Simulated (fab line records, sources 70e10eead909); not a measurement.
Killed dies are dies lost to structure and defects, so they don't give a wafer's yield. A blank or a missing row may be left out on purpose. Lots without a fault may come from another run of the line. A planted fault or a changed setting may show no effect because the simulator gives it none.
Chamber matching | flow nand_harc | NHARC_A_STAIRCASE_DESCUM_219 on rie_diel-03: 4 sister chambers
The step chemistry O2, time 3 s. 20 wafers are shown with their chamber, then 10 later ones without.

WAFERS WITH THEIR CHAMBER
wafer  | chamber | drypump_motor_current_A (A) | showerhead_plenum_p_Torr (Torr) | oes_product_au (a.u.)
L079.2 | 3       | 6.6                         | 2.06                            | 0.992
L079.3 | 0       | 5.6                         | 1.79                            | 1.008
L079.5 | 2       | 6.1                         | 2.05                            | 1.009
L081.1 | 3       | 6.6                         | 2.06                            | 0.999
L081.2 | 1       | 6.1                         | 1.77                            | 0.998
L081.5 | 1       | 6.1                         | 1.77                            | 1.001
L080.1 | 0       | 5.7                         | 1.78                            | 1.012
L080.3 | 2       | 6.0                         | 2.05                            | 1.002
L080.6 | 0       | 5.6                         | 1.78                            | 1.012
L083.1 | 1       | 6.1                         | 1.77                            | 0.991
L083.3 | 0       | 5.6                         | 1.78                            | 1.003
L083.5 | 3       | 6.7                         | 2.06                            | 0.992
L084.4 | 1       | 6.1                         | 2.08                            | 0.996
L084.5 | 0       | 5.7                         | 1.78                            | 1.005
L084.6 | 1       | 6.1                         | 2.08                            | 0.999
L087.2 | 2       | 6.1                         | 2.04                            | 1.022
L087.4 | 1       | 6.1                         | 2.07                            | 0.991
L087.5 | 3       | 6.7                         | 2.06                            | 1.008
L090.1 | 3       | 6.6                         | 2.05                            | 0.997
L090.4 | 2       | 6.0                         | 2.04                            | 1.007

SIGNATURES (means of the wafers above)
reading                  | chamber 0 | chamber 1 | chamber 2 | chamber 3 | scatter within a chamber
drypump_motor_current_A  | 5.640     | 6.100     | 6.050     | 6.640     | 0.0461
showerhead_plenum_p_Torr | 1.7820    | 1.9233    | 2.0450    | 2.0580    | 0.094
oes_product_au           | 1.00800   | 0.99600   | 1.01000   | 0.99760   | 0.00584
Rule: a wafer's distance from a chamber is the root of the sum, over the readings, of the square of ((its reading less the chamber's mean) divided by the reading's scatter). The wafer belongs to the nearest chamber; if the next one is less than 2 further off, it can't be placed. The scatter: the root of (the sum of the squares of (reading less its chamber's mean) over the shown wafers, divided by (wafers less chambers)).

WAFERS WITHOUT THEIR CHAMBER
wafer  | drypump_motor_current_A (A) | showerhead_plenum_p_Torr (Torr) | oes_product_au (a.u.)
L090.5 | 6.7                         | 2.05                            | 1.008
L092.1 | 6.0                         | 2.04                            | 1.008
L092.4 | 5.6                         | 1.78                            | 1.001
L092.5 | 6.6                         | 2.05                            | 0.999
L095.2 | 6.6                         | 2.05                            | 1.004
L095.3 | 5.7                         | 1.77                            | 1.005
L095.6 | 6.1                         | 2.04                            | 1.008
L097.3 | 6.6                         | 2.05                            | 1.010
L097.4 | 6.1                         | 2.04                            | 1.017
L097.6 | 6.6                         | 2.05                            | 1.010

WHICH CHAMBER EACH WENT THROUGH
wafer  | from the rows above     | in truth
L090.5 | 3                       | 3
L092.1 | 2                       | 2
L092.4 | 0                       | 0
L092.5 | 3                       | 3
L095.2 | 3                       | 3
L095.3 | 0                       | 0
L095.6 | can't be placed: 2 or 1 | 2
L097.3 | 3                       | 3
L097.4 | 2                       | 2
L097.6 | 3                       | 3
Placed correctly: 9 of 10. Can't be placed from these rows: 1 (the true chamber is among the candidates in 1). Placed wrongly: 0.
